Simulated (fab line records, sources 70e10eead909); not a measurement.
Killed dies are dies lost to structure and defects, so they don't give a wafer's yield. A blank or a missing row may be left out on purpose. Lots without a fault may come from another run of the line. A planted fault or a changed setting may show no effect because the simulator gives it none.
Chamber matching | flow nand_harc | NHARC_P_M0_PRE_CLEAN_31 on pecvd-03: 3 sister chambers
The step time 12 s. 3 wafers are shown with their chamber, then 10 later ones without.

WAFERS WITH THEIR CHAMBER
wafer  | chamber | heater_power_w (W)
L087.6 | 1       | 607
L088.1 | 0       | 804
L088.3 | 2       | 694

WAFERS WITHOUT THEIR CHAMBER
wafer  | heater_power_w (W)
L088.6 | 636
L089.1 | 702
L089.4 | 694
L089.5 | 750
L092.1 | 853
L092.2 | 698
L092.5 | 855
L095.2 | 573
L095.4 | 581
L095.5 | 707

WHICH CHAMBER EACH WENT THROUGH
wafer  | from the rows above     | in truth
L088.6 | can't be placed: 1 or 2 | 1
L089.1 | 2                       | 2
L089.4 | 2                       | 2
L089.5 | can't be placed: 0 or 2 | 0
L092.1 | 0                       | 0
L092.2 | 2                       | 2
L092.5 | 0                       | 0
L095.2 | 1                       | 1
L095.4 | 1                       | 1
L095.5 | 2                       | 2
Placed correctly: 8 of 10. Can't be placed from these rows: 2 (the true chamber is among the candidates in 2). Placed wrongly: 0.
How it was worked out, from the rows above alone: a wafer's distance from a chamber is the root of the sum, over the readings, of the square of ((its reading less the chamber's mean) divided by the reading's scatter). The wafer belongs to the nearest chamber; if the next one is less than 2 further off, it can't be placed. A chamber's mean is the mean of its shown wafers. The scatter: with one shown wafer a chamber, the root of the mean of the squares of how far each hidden wafer lies from its nearest shown one.
